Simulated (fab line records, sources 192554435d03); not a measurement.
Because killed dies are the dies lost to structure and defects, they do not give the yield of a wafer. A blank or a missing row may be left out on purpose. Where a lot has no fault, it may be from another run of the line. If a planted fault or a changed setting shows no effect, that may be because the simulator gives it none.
Struck lot and sound lot, side by side || flow n5-finfet || 15 steps out of a route of 1938
Sound: wafers L913.2, L913.4, L913.6. Struck: wafer L906.4; the same lot's L906.2 was not struck, so it is left out; see the end for the cause.
For every step that has rows: the tool of each side, followed by ch and its chambers, followed by its first start. Under that, the readings that differ: sound wafers || struck wafers || difference of the means || sigmas: that difference in standard deviations of wafers without a fault.
alike: same words and numbers on both sides, and readings whose means sit less than 2 such deviations apart. not compared: any withheld reading, any reading some wafer has no value for, any bound like >300 that may hide the same value, and any number with overlapping values for which the record gives no deviation.
The two part at a step that has a row with sigmas, a row that says differs or no value, or rows on one side only. Non-overlapping numbers with no deviation appear without sigmas and do not part them. Lack of a reading on every wafer of one side parts them only where that side has two or more wafers.

first, 8 steps without rows for these wafers: N5_SDB_COAT_03 (time 60 s, resist thk 100 nm); N5_SDB_COAT_04 (time 60 s, resist thk 18 nm); N5_SDB_COAT_05 (resist thk 90 nm); N5_SDB_EBR_07; N5_SDB_SOFTBAKE_06 (time 60 s); N5_SDB_EXPOSE_08 (exposes mask SDB); N5_SDB_PEB_09 (peb time 60 s); N5_SDB_DEVELOP_10 (develop time 30 s).
N5_SDB_CD_MEAS_11: target cd 50 nm.
  sound on cd-sem-01 ch 0, day 7 05:45; struck on cd-sem-01 ch 0, day 5 07:06
  alike: cd-nm
N5_SDB_OVL_MEAS_12:
  sound on overlay-02 ch 0, day 7 05:46; struck on overlay-01 ch 0, day 5 07:08
  alike: SDB_OVL
N5_SDB_INSPECT_13: inspects for defects (brightfield).
  sound: defect-inspect-01 at day 7 05:48; struck: defect-inspect-02 at day 5 07:09
  alike: raw-defect-count
N5_SDB_DESCUM_16: chemistry O2, time 7.9 s.
  sound on rie-diel-01 ch 0,2, day 7 06:20; struck on rie-diel-03 ch 0, day 5 07:11
  alike: drypump-motor-current-A, oes-product-au, rf-vpp-V, showerhead-plenum-p-Torr, throttle-valve-pct
  not compared: rf-hours-counter-h
N5_SDB_ETCH_17: etches SiARC in CF4, target depth 23.4 nm, time 39 s.
  sound on rie-diel-01 ch 0,2, day 7 06:23; struck on rie-diel-03 ch 0, day 5 07:13
{"reading": "etch-rf-on-time-s (s)", "sound": "38.0 41.6 38.2", "struck": 25.8, "difference": -13.5, "sigmas": -8}
  alike: drypump-motor-current-A, oes-product-au, rf-vpp-V, showerhead-plenum-p-Torr, throttle-valve-pct
  not compared: rf-hours-counter-h
N5_SDB_ETCH_18: etches SOC in N2/H2, target depth 100 nm, overetch 20 nm, time 150 s.
  sound on rie-diel-01 ch 0,2, day 7 06:25; struck on rie-diel-03 ch 0, day 5 07:16
  alike: drypump-motor-current-A, h2-flow-sccm, oes-product-au, rf-vpp-V, showerhead-plenum-p-Torr, throttle-valve-pct
  not compared: rf-hours-counter-h
-- the record jumps here: 9 days lie between the struck wafers' starts before and after (it left off in module SDB and takes up again in module PASSIVATION, whose first step shown is number 1936 of the route) --
N5_PASSIVATION_PROBE_49:
  sound: prober-02 at day 16 11:31; struck: prober-02 at day 14 09:23
  alike: killed_at_M0_to_M3, killed_at_M4_up, killed-at-contacts, killed-at-front-end, killed-at-other, killed-dies, killed-open, killed-short

## WHERE THEY PART
Only at N5_SDB_ETCH_17, as far as this record shows. Later steps at which nothing parts them and some readings are alike: N5_SDB_ETCH_18, N5_PASSIVATION_PROBE_49.

WHY: what had been put in by the simulator
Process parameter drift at N5_SDB_ETCH_17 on rie-diel-03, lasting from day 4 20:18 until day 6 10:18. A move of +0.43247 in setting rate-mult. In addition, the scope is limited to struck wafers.
